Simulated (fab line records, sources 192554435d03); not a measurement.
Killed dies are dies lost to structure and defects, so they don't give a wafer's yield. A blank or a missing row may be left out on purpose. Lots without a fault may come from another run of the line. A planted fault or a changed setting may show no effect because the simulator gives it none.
fab line records | flow n5_finfet
record lots=4 wafers=12 last_day=19
route steps=1938 shown FIN_CUT@166 STI_FIN_REVEAL@183 BEOL_M4@1111 PASSIVATION@1936
lots that met no fault: from a run of the same line without faults
start_h: hours from the record's first day to the start of the lot's first wafer shown | wait_h: hours since the lot's step before | " the same as in the row above | L1.1+2: a row that stands for several wafers | - no value, or no start given | * or withheld: withheld | < > ~ a bound
route shown NAME@n: a module of which the file shows steps, and the number in the route of the first | usual: mean/standard deviation of fault-free wafers | same: alike in all rows | chamber/n: place in a boat | sites: the reading at each site | _std_site: their standard deviation | _edge_site: outer sites' mean less inner sites' | radius_mm: how far each site lies from the wafer's centre | mask NAME#n: copy n | behind: the tool/chamber that last shaped the wafer | hold: why the lot was held/for how many hours/how that ended | device: the transistor (n, p or np) that didn't switch | end of line: the same wafers' tests at the end of the route | a step without rows: its recipe alone | killed: dies lost to structure and defects at the first sort, not the wafer's yield | map: a wafer's dies, x killed, . not, _ none there
set.NAME: the setting as run; set.NAME@STEP: as run at that earlier step | model.NAME: the simulator's own value behind a step, which no gauge read
lots at some steps of the route; a table a step, a row a wafer
## steps
# step N5_FIN_CUT_DESCUM_13
# recipe chemistry=O2 time_s=7 source_power_w=50 bias_power_w=20 pressure_mtorr=20 rf_frequency_hz=2.712e+07 temp_c=40 resist=CAR-EUV o2_flow_sccm=225
# step N5_FIN_CUT_ETCH_30
# recipe chemistry=N2/H2 target=underlayer target_depth_a=130 mask_material=CAR-EUV time_s=10.4 ion_energy_ev=200 pressure_mtorr=30 source_w=840 bias_w=150 n2_flow_sccm=200 h2_flow_sccm=200 ends=cleared
# step N5_FIN_CUT_ETCH_20
# recipe chemistry=CF4 target=SiARC target_depth_a=260 mask_material=CAR-EUV time_s=43.3 ion_energy_ev=80 pressure_mtorr=40 source_w=545 bias_w=36 Ar_flow_sccm=100 cf4_flow_sccm=100 ends=cleared
# step N5_FIN_CUT_ETCH_21
# recipe chemistry=N2/H2 target=SOC target_depth_a=2190 overetch_a=438 mask_material=SiARC temp_c=40 ion_energy_ev=100 bias_w=61 time_s=523.5 pressure_mtorr=30 source_w=850 n2_flow_sccm=200 h2_flow_sccm=200
# step N5_FIN_CUT_STRIP_23
# recipe chemistry=N2/H2 temp_c=40 n2_flow_sccm=200 h2_flow_sccm=200 rf_frequency_hz=6e+07
# step N5_FIN_CUT_STRIP_31
# recipe chemistry=N2/H2 temp_c=40 n2_flow_sccm=200 h2_flow_sccm=200 rf_frequency_hz=6e+07
# step N5_FIN_CUT_STRIP_24
# recipe chemistry=CF4 resist=SiARC power_w=300 bias_power_w=75 pressure_mtorr=50 cf4_flow_sccm=150 rf_frequency_hz=6e+07
# step N5_FIN_CUT_CUT_ETCH_26
# recipe chemistry=CH3F/O2 target=SiNx target_depth_a=390 mask_material=SOC time_s=55.7 pressure_mtorr=30 source_w=395 bias_w=73 Ar_flow_sccm=150 CH3F_flow_sccm=30 O2_flow_sccm=20 ion_energy_ev=120
# step N5_FIN_CUT_CUT_ETCH_27
# recipe chemistry=CHF3/O2 target=SiO2 target_depth_a=40 mask_material=SOC overetch_a=20 time_s=4.9 pressure_mtorr=30 source_w=650 bias_w=170 Ar_flow_sccm=200 CHF3_flow_sccm=50 O2_flow_sccm=5 ion_energy_ev=200
# step N5_FIN_CUT_PRECLEAN_35
# recipe time_s=13.3 temp_c=45 pressure_torr=125 p_hf_torr=3 p_coreactant_torr=25 chemistry=vHF
# usual drypump_motor_current_A=5.9/0.59 pressure_torr=124.99/0.23
# same time_s=13.3
# columns lot.wafer tool chamber start_h wait_h drypump_motor_current_A pressure_torr
L782.1 vapor_etch-01 0 52.35 0.0 6.1 125.07
L782.4 " 1 " " 6.3 124.46
L782.5 " 1 " " 6.4 125.14
L783.2 vapor_etch-01 0 58.20 0.1 6.1 125.08
L783.3 " 0 " " 6.1 125.15
L783.4 " 1 " " 6.3 125.08
L793.1 vapor_etch-02 1 116.73 0.0 6.1 125.35
L793.4 " 1 " " 6.1 125.32
L793.6 " 0 " " 4.8 124.98
L799.1 vapor_etch-01 0 153.41 0.0 6.1 125.04
L799.3 " 0 " " 6.1 125.07
L799.4 " 1 " " 6.3 125.15
# step N5_FIN_CUT_CUT_ETCH_15
# recipe chemistry=HBr/Cl2/O2 target=Si target_depth_a=1000 bt_time_s=10 mask_material=SOC time_s=42.4 ion_energy_ev=* bias_w=* pressure_mtorr=10 icp_w=800 HBr_flow_sccm=150 Cl2_flow_sccm=80 O2_flow_sccm=12
# step N5_FIN_CUT_CUT_ETCH_28
# recipe chemistry=HBr/Cl2/O2 target=Si target_depth_a=60 mask_material=SOC time_s=2.4 ion_energy_ev=* bias_w=* pressure_mtorr=10 icp_w=800 HBr_flow_sccm=150 Cl2_flow_sccm=80 O2_flow_sccm=12
# step N5_FIN_CUT_STRIP_22
# recipe chemistry=N2/H2 power_w=500 temp_c=40 pressure_mtorr=50 rf_frequency_hz=6e+07 overash_fraction=0.3 bias_power_w=8 h2_frac=0.5 n2_flow_sccm=300 h2_flow_sccm=300
# step N5_FIN_CUT_PRECLEAN_36
# recipe chemistry=O3/DIW time_s=60 temp_c=22 o3_ppm=10
# step N5_FIN_CUT_SRD_32
# recipe dry=ipa_marangoni time_s=30 temp_c=23 rinse_liquid=diw
# step N5_FIN_CUT_UV_OZONE_34
# recipe time_s=120 pressure_torr=760 temp_c=25
# step N5_FIN_CUT_INSPECT_17
# recipe inspect_instrument=brightfield mode=aei
# usual raw_defect_count=215/66
# columns lot.wafer tool chamber start_h wait_h raw_defect_count
L782.1 defect_inspect-02 - 52.77 0.0 483
L782.4 " - " " 534
L782.5 " - " " 589
L783.2 defect_inspect-02 - 58.56 0.0 502
L783.3 " - " " 463
L783.4 " - " " 444
L793.1 defect_inspect-02 - 117.10 0.0 204
L793.4 " - " " 391
L793.6 " - " " 344
L799.1 defect_inspect-01 - 153.77 0.0 299
L799.3 " - " " 286
L799.4 " - " " 323
# step N5_STI_FIN_REVEAL_ALD_00
# recipe material=SiO2 target_thk_a=10 temp_c=300 ald_precursor_family=BDEAS ald_co_reactant=O2-plasma pulse_time_s=1 pressure_torr=2
# step N5_BEOL_M4_RC_MEAS_101
# usual DIBL_N=36.6/1.1 DIBL_P=36.7/1.5 IOFF_N=0.155/0.019 IOFF_P=0.208/0.025 ION_N=673/8.5 ION_P=462/5.9 SS_N=71.6/0.58 SS_P=73.5/0.51 VT_N=250.7/2.4 VT_P=-251/3
# columns lot.wafer tool chamber start_h wait_h DIBL_N[mV/V] DIBL_P[mV/V] IOFF_N[nA/um] IOFF_P[nA/um] ION_N[uA/um] ION_P[uA/um] SS_N[mV/dec] SS_P[mV/dec] VT_N[mV] VT_P[mV]
L782.1 prober-01 0 252.60 0.0 37.4 35.9 0.151 0.179 670 456 70.6 73.9 251.3 -254
L782.4 " 0 " " 37.0 37.7 0.160 0.200 673 465 70.4 74.1 248.7 -251
L782.5 " 0 " " 37.0 37.4 0.156 0.195 680 461 70.6 73.5 252.4 -251
L783.2 prober-02 0 266.49 0.2 37.5 38.2 0.196 0.239 695 469 71.9 73.6 247.3 -248
L783.3 " 0 " " 37.1 38.3 0.180 0.236 675 462 72.4 74.7 250.0 -249
L783.4 " 0 " " 37.5 38.4 0.197 0.236 689 464 72.1 73.0 246.1 -248
L793.1 prober-01 0 315.76 0.0 37.1 40.0 0.200 0.262 683 467 72.2 73.7 245.4 -247
L793.4 " 0 " " 37.8 39.9 0.216 0.262 687 467 72.5 74.5 245.0 -246
L793.6 " 0 " " 37.2 39.1 0.203 0.250 683 472 72.0 74.2 244.7 -246
L799.1 prober-01 0 362.52 0.0 38.1 38.4 0.175 0.242 679 469 72.2 73.8 251.6 -250
L799.3 " 0 " " 38.3 38.0 0.182 0.255 688 470 71.6 74.1 247.4 -248
L799.4 " 0 " " 37.1 37.0 0.161 0.223 684 471 72.1 73.3 249.7 -250
# step N5_PASSIVATION_PROBE_49
# usual defect_limited_yield=91.2/1.4 killed_at_M0_to_M3=36/11 killed_at_M4_up=14/5.6 killed_at_contacts=12/5.9 killed_at_front_end=38/13 killed_at_other=3.5/2.7 killed_dies=104/17 killed_on_rim=14/3.9 killed_open=68/12 killed_short=34/8.2 sort_bin_5_function=5.1/0.95 sort_bin_6_memory=3.3/0.7 sort_n_pass=1076/17 sort_yield_pct=91.2/1.4
# same gross_dies=1180 killed_at_back_side=0 sort_bin_4_leakage[%]=0 sort_bin_8_speed[%]=0
# columns lot.wafer tool chamber start_h wait_h defect_limited_yield[%] killed_at_M0_to_M3 killed_at_M4_up killed_at_contacts killed_at_front_end killed_at_other killed_dies killed_on_rim killed_open killed_short sort_bin_5_function[%] sort_bin_6_memory[%] sort_n_pass sort_yield_pct[%]
L782.1 prober-02 - 357.77 0.0 84.5 46 12 3 118 4 183 15 51 37 10.3 4.1 997 84.5
L782.4 prober-02 - 357.92 0.2 84.5 46 19 11 100 7 183 38 78 51 9.3 5.2 997 84.5
L782.5 prober-02 - 357.97 0.2 84.1 50 21 10 103 4 188 36 98 36 10.0 4.9 992 84.1
L783.2 prober-01 - 377.35 0.1 83.2 44 11 12 129 2 198 14 63 30 11.3 3.9 982 83.2
L783.3 prober-01 - 377.40 0.1 84.8 49 10 11 108 1 179 13 59 25 9.6 4.2 1001 84.8
L783.4 prober-01 - 377.45 0.2 87.5 35 19 18 72 3 147 33 63 35 7.8 3.6 1033 87.5
L793.1 prober-02 - 432.66 0.0 89.1 59 12 10 46 2 129 19 84 44 6.4 4.2 1051 89.1
L793.4 prober-02 - 432.81 0.2 90.1 52 8 11 37 9 117 19 74 41 4.6 4.5 1063 90.1
L793.6 prober-02 - 432.91 0.3 88.6 50 10 20 45 9 134 23 93 39 6.9 4.0 1046 88.6
L799.1 prober-01 - 462.83 0.0 92.7 37 10 17 22 0 86 10 59 26 4.5 2.8 1094 92.7
L799.3 prober-01 - 462.93 0.1 93.0 28 20 9 25 1 83 6 65 15 4.0 2.9 1097 93.0
L799.4 prober-01 - 462.98 0.2 91.1 24 12 17 51 1 105 13 74 29 5.0 3.6 1075 91.1
# killed by level:class
L782.1 FIN_CUT:unspecified=94 BEOL_M3:geometric_particle:open=12 BEOL_M0_SAQP:geometric_particle:short=9 STI_FIN_REVEAL:geometric_particle:open=7 BEOL_M0_SAQP:geometric_particle:open=6 BEOL_M2:geometric_particle:open=6 FIN_SAQP:geometric_particle:open=5 BEOL_M1:geometric_particle:open=5
L782.4 FIN_CUT:unspecified=53 BEOL_M0_SAQP:geometric_particle:short=15 BEOL_M0_SAQP:geometric_particle:open=13 FIN_SAQP:geometric_particle:open=12 FIN_SAQP:geometric_particle:short=12 BEOL_M1:geometric_particle:open=11 BEOL_M4:geometric_particle:open=10 MOL_CONTACT_COAG:geometric_particle:open=8
L782.5 FIN_CUT:unspecified=53 BEOL_M1:geometric_particle:open=18 BEOL_M3:geometric_particle:open=17 FIN_SAQP:geometric_particle:short=15 FIN_SAQP:geometric_particle:open=15 BEOL_M4:geometric_particle:open=9 MOL_CONTACT_COAG:geometric_particle:open=9 BEOL_M8:geometric_particle:open=5
L783.2 FIN_CUT:unspecified=104 BEOL_M0_SAQP:geometric_particle:open=12 MOL_CONTACT_COAG:geometric_particle:open=11 BEOL_M0_SAQP:geometric_particle:short=10 FIN_SAQP:geometric_particle:open=8 BEOL_M1:geometric_particle:open=6 BEOL_M2:geometric_particle:open=6 GATE_CUT:geometric_particle:short=5
L783.3 FIN_CUT:unspecified=92 BEOL_M0_SAQP:geometric_particle:open=14 MOL_CONTACT_COAG:geometric_particle:open=10 BEOL_M2:geometric_particle:open=10 BEOL_M0_SAQP:geometric_particle:short=8 BEOL_M1:geometric_particle:open=8 STARTING-WAFER:geometric_particle:short=4 BEOL_M1:geometric_particle:short=3
L783.4 FIN_CUT:unspecified=47 MOL_CONTACT_COAG:geometric_particle:open=12 BEOL_M0_SAQP:geometric_particle:short=12 BEOL_M0_SAQP:geometric_particle:open=10 BEOL_M4:geometric_particle:open=9 MOL_CONTACT_COAG:geometric_particle:short=5 BEOL_M2:geometric_particle:open=5 BEOL_M3:geometric_particle:open=5
L793.1 BEOL_M0_SAQP:geometric_particle:short=13 BEOL_M1:geometric_particle:open=12 BEOL_M2:geometric_particle:open=12 MOL_CONTACT_COAG:geometric_particle:open=10 STI_FIN_REVEAL:geometric_particle:open=9 FIN_SAQP:geometric_particle:short=8 BEOL_M0_SAQP:geometric_particle:open=7 DUMMY_GATE:geometric_particle:open=6
L793.4 BEOL_M1:geometric_particle:open=14 BEOL_M0_SAQP:geometric_particle:short=10 MOL_CONTACT_COAG:geometric_particle:open=9 BEOL_M2:geometric_particle:open=9 FIN_SAQP:geometric_particle:short=8 STI_FIN_REVEAL:geometric_particle:open=8 BEOL_M0_SAQP:geometric_particle:open=8 FIN_SAQP:geometric_particle:open=6
L793.6 MOL_CONTACT_COAG:geometric_particle:open=18 FIN_SAQP:geometric_particle:short=13 FIN_SAQP:geometric_particle:open=12 BEOL_M0_SAQP:geometric_particle:short=12 BEOL_M0_SAQP:geometric_particle:open=10 BEOL_M2:geometric_particle:open=9 BEOL_M3:geometric_particle:open=8 BEOL_M1:geometric_particle:open=5
L799.1 MOL_CONTACT_COAG:geometric_particle:open=14 BEOL_M3:geometric_particle:open=10 BEOL_M0_SAQP:geometric_particle:open=9 BEOL_M2:geometric_particle:open=8 BEOL_M3:geometric_particle:short=4 STARTING-WAFER:geometric_particle:short=4 FIN_SAQP:geometric_particle:open=3 GATE_CUT:geometric_particle:open=3
L799.3 BEOL_M4:geometric_particle:open=12 BEOL_M3:geometric_particle:open=10 MOL_CONTACT_COAG:geometric_particle:open=9 FIN_SAQP:geometric_particle:open=7 BEOL_M2:geometric_particle:open=6 DUMMY_GATE:geometric_particle:open=5 STI_FIN_REVEAL:geometric_particle:open=4 BEOL_M1:geometric_particle:open=4
L799.4 FIN_SAQP:geometric_particle:open=17 MOL_CONTACT_COAG:geometric_particle:open=14 BEOL_M2:geometric_particle:open=10 FIN_SAQP:geometric_particle:short=6 GATE_CUT:geometric_particle:short=6 DUMMY_GATE:geometric_particle:open=5 GATE_CUT:geometric_particle:open=5 STI_FIN_REVEAL:geometric_particle:open=4
# map L782.5 (x killed, . not)
_________________..........x.________________
______________.x.x.............._____________
___________x.........x......x......__________
__________x........................._________
________..........xx.x.x.............._______
_______.........xx.x............x....x.______
______.....x......x...............x....._____
_____.......x.......x....................____
____.x.x.................x....x...........___
___..x......x.......x.....................x__
___....x...............x..............x....__
__........x...x.x....x.x.....x.....x........_
__...x..xx....x..................x........x._
_.xx...x..............xx.....................
_.................x.x....x...................
_x.............x...x..................x......
_x.....x.......x..xx..x.x..............x.....
_.x....x.x............x........x..........x..
_...x.....x....x..........x..........x.......
_....x.....x......x.x........xx.xx...........
_..x..x..........xx........................x.
__....x....................................._
__..x.......x.....x...x....x.......x...x...._
___........x.x......x......................__
___x..........x...........x..x............x__
____...x.x................................___
_____x............x.......x......x.x.....____
______....x....xx.....xx.x...x....xx...._____
_______....xxxxx...x................x..______
________x....x.xxxxxx..xx.x..x.x......_______
__________x.xxxxxxxxx.x......x..x..._________
___________xxxxxxxxxxxx.........x.x__________
______________xxxxxxxxxxx......._____________
_________________xxxxxxx.x..x________________
# map L783.2 (x killed, . not)
_________________.xx.........________________
______________.................._____________
___________..............x.........__________
__________x.x.................x....._________
________..x..........................._______
_______.................x.............x______
______......x.............x..........x.._____
_____.....x...x........x..........x....x.____
____.x........x.x......x.x.............xx.___
___......................x.....x........x..__
___........................x..x.........x..__
__...x..x.x............x.....x....x.....x..._
__............x..........x................x._
_.x.......x...x.............x...x...........x
_................x...................x.......
_.........xx...x......x..x.........x.........
_..........x......x......x...................
_.............xx.x......x....................
_.......x..x.xxxx...x..x...x........x........
_..........xxxxxxxxxx......................x.
_..xxx...x..xxxxxxxx..xx...............x.....
__........xxxxxxxxxxxx......x..............._
__x....x.xxxxxxxxxxx.xx..x.............x.x.._
___.....x..xxxxxxxxx.x....x........xx......__
___......xxxxxxxxxxxxx.....................__
____.....x.xxxxxxxxxx..............x......___
_____..xxx.xxxxxxxx.x....x...............____
______.x......x...x..x.....x............_____
_______......x..x.xx...................______
________......x......................._______
__________....x...x.....xx.........._________
___________.x......................__________
______________.......x.....x...._____________
_________________..........x.________________
## key
first_sign step=N5_FIN_CUT_INSPECT_17 reading=raw_defect_count direction=up sigmas=4.4 usual=215 struck=502
effect step=N5_PASSIVATION_PROBE_49 reading=killed_at_front_end direction=up sigmas=5.1 usual=38 struck=105
more_kills_born_at N5_FIN_CUT_PRECLEAN_35@vapor_etch-01=443
met_at N5_FIN_CUT_PRECLEAN_35
struck_wafers L782.1,L782.4,L782.5,L783.2,L783.3,L783.4
fault kind=chamber_particle_source tool=vapor_etch-01 chamber=- onset_h=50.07 steps=N5_FIN_CUT_PRECLEAN_35 rate_per_visit_cm2=0.4384 end_h=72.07
